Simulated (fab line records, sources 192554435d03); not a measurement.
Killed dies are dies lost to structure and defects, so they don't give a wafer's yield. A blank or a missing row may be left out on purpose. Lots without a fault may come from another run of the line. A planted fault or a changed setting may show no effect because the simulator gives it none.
Problem report in the 8D (eight disciplines) form, filled by code | flow n5_finfet | the parts of the form that need people (team, actions taken, sign-off) are left out

1. THE PROBLEM
killed_at_M0_to_M3 at N5_PASSIVATION_PROBE_49 reads a mean of 151 on 3 wafers of 2 lots; wafers without a fault read 33 with a standard deviation of 10. That is +12 standard deviations from the usual mean.
First seen on wafer L443.3, day 18 00:31, on prober-01. The record holds 6 wafers of 2 lots with a number at this step. Rule for "out", or "out of limits": more than 4 standard deviations from the usual mean. The other wafers with a number count as sound.

2. WHAT IT IS AND WHAT IT IS NOT
question                    | is                                                                                                      | is not
which readings at this step | killed_at_M0_to_M3, defect_limited_yield, killed_dies, sort_bin_5_function, sort_n_pass, sort_yield_pct | killed_at_M4_up, killed_at_contacts, killed_at_other, killed_open, killed_short, sort_bin_6_memory
which lots                  | L441, L443                                                                                              | -
which wafers of those lots  | L441.1, L441.6, L443.3                                                                                  | L441.5, L443.1, L443.5
read on which tools         | prober-01, prober-02                                                                                    | -
when                        | from day 18 00:31                                                                                       | up to then (1 sound wafer); but 2 sound wafers of L441, L443 came after

3. SUSPECTS, AND WHAT RULES EACH OUT
Counting: a tool at a process step up to the reading stays a suspect if it ran every lot that is out. Sound lots after the first of them don't rule it out here, since some wafers of a struck lot are sound.
- rie_diel-01 at N5_BEOL_M0_STRIP_142 (strips in N2/H2, time 10 s): kept. It ran every lot that is out, first L441 (day 11 03:56).
- Within rie_diel-01 at N5_BEOL_M0_STRIP_142: the wafers that are out ran in chamber 0; their sound lot-mates ran in chamber 1.
Left after counting: rie_diel-01 at N5_BEOL_M0_STRIP_142.

4. THE CAUSE (what the simulator had put in)
Chamber particle source: rie_diel-01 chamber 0, from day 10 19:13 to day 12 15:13, at N5_BEOL_M0_STRIP_142. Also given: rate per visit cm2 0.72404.
Counting left only this tool.

5. THE CHAIN OF EFFECTS, in route order
Each row: a reading whose mean over the struck wafers that have a number lies more than 3 standard deviations from the usual. Only readings for which the record gives a usual standard deviation are gone through. hours: the time from each lot's start at the first step in this table that gives one to its start at this step, as a median over the lots. sigmas: the change in usual standard deviations.
hours | step                    | reading              | usual  | on struck wafers | change | sigmas
0     | N5_PASSIVATION_PROBE_49 | defect_limited_yield | 91.1 % | 82.6             | -8.5   | -6.1
0     | N5_PASSIVATION_PROBE_49 | killed_at_M0_to_M3   | 33     | 151              | +118   | +12
0     | N5_PASSIVATION_PROBE_49 | killed_dies          | 105    | 205              | +100   | +6.2
0     | N5_PASSIVATION_PROBE_49 | sort_bin_5_function  | 5.2 %  | 10.9             | +5.7   | +6.5
0     | N5_PASSIVATION_PROBE_49 | sort_n_pass          | 1075   | 975              | -100   | -6.2
0     | N5_PASSIVATION_PROBE_49 | sort_yield_pct       | 91.1 % | 82.6             | -8.5   | -6.1
The process steps in it:
- N5_PASSIVATION_PROBE_49

6. WHAT WOULD HAVE CAUGHT IT SOONER
In this record the first reading out of limits was taken at day 18 00:31, 173 hours after the fault began at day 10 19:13.
Of the tool readings at N5_BEOL_M0_STRIP_142 for which the record gives a usual standard deviation, none was out on any struck wafer, so an alarm limit of 4 standard deviations on them would not have fired.
All the lots that are out (2) had begun N5_BEOL_M0_STRIP_142 on rie_diel-01 by day 18 00:31. A hold on the tool at that time would have spared none of them.
